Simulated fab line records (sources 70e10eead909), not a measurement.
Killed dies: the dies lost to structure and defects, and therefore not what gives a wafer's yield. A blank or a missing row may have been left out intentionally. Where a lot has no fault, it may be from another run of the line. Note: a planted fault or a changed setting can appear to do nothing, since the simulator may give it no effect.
Matching of chambers / flow nandHarc / aldHk-02 running NHARC_A_CHANNEL_FILL_D2_ALD_25: 4 sister chambers
The step deposits SiOx, target thk 60 nm, pulse time 10 s, ald cycles 600. 14 wafers are shown with their chamber, then 7 later ones without.

WAFERS PAIRED WITH THEIR CHAMBERS
wafer=L074.2; chamber=0; heaterPowerW (W)=474; precursorPulseHeightRel=1.003
wafer=L074.1; chamber=2; heaterPowerW (W)=387; precursorPulseHeightRel=1.015
wafer=L074.6; chamber=3; heaterPowerW (W)=482; precursorPulseHeightRel=0.961
wafer=L078.4; chamber=1; heaterPowerW (W)=466; precursorPulseHeightRel=0.997
wafer=L078.5; chamber=3; heaterPowerW (W)=493; precursorPulseHeightRel=1.010
wafer=L078.6; chamber=0; heaterPowerW (W)=436; precursorPulseHeightRel=0.991
wafer=L080.4; chamber=0; heaterPowerW (W)=444; precursorPulseHeightRel=0.995
wafer=L080.1; chamber=3; heaterPowerW (W)=486; precursorPulseHeightRel=1.017
wafer=L080.6; chamber=0; heaterPowerW (W)=445; precursorPulseHeightRel=1.000
wafer=L084.2; chamber=1; heaterPowerW (W)=488; precursorPulseHeightRel=1.009
wafer=L084.3; chamber=3; heaterPowerW (W)=479; precursorPulseHeightRel=0.999
wafer=L084.5; chamber=1; heaterPowerW (W)=465; precursorPulseHeightRel=1.003
wafer=L088.1; chamber=3; heaterPowerW (W)=481; precursorPulseHeightRel=0.999
wafer=L088.3; chamber=2; heaterPowerW (W)=384; precursorPulseHeightRel=1.001

SIGNATURES (means of the wafers above)
reading=heaterPowerW; chamber 0=449.75; chamber 1=473.00; chamber 2=385.50; chamber 3=484.20; scatter within a chamber=11.4
reading=precursorPulseHeightRel; chamber 0=0.99725; chamber 1=1.00300; chamber 2=1.00800; chamber 3=0.99720; scatter within a chamber=0.0146
Rule: a wafer's distance from a chamber is the root of the sum, over the readings, of the square of ((its reading less the chamber's mean) divided by the reading's scatter). If the next closest chamber is less than 2 further off than the closest, the wafer can't be placed; otherwise it belongs to the closest. The scatter is the square root of a quotient: the sum, over the shown wafers, of each reading's squared deviation from its chamber's mean, divided by wafers minus chambers.

WAFERS MISSING THEIR CHAMBER
wafer=L088.4; heaterPowerW (W)=442; precursorPulseHeightRel=0.982
wafer=L091.1; heaterPowerW (W)=463; precursorPulseHeightRel=0.998
wafer=L091.2; heaterPowerW (W)=448; precursorPulseHeightRel=1.000
wafer=L091.5; heaterPowerW (W)=493; precursorPulseHeightRel=1.028
wafer=L096.3; heaterPowerW (W)=479; precursorPulseHeightRel=0.987
wafer=L096.1; heaterPowerW (W)=489; precursorPulseHeightRel=1.013
wafer=L096.6; heaterPowerW (W)=396; precursorPulseHeightRel=0.954

CHAMBER TAKEN BY EACH
wafer=L088.4; from the rows above=can't be placed: 0 or 1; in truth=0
wafer=L091.1; from the rows above=can't be placed: 1 or 0 or 3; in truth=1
wafer=L091.2; from the rows above=can't be placed: 0 or 1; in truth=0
wafer=L091.5; from the rows above=can't be placed: 3 or 1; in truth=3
wafer=L096.3; from the rows above=can't be placed: 3 or 1 or 0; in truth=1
wafer=L096.1; from the rows above=can't be placed: 3 or 1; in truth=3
wafer=L096.6; from the rows above=can't be placed: 2 or 0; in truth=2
Correct placement for 0 of the 7. Unplaceable from these rows: 7, with the true chamber sitting among the candidates in 7. Number placed wrongly: 0.
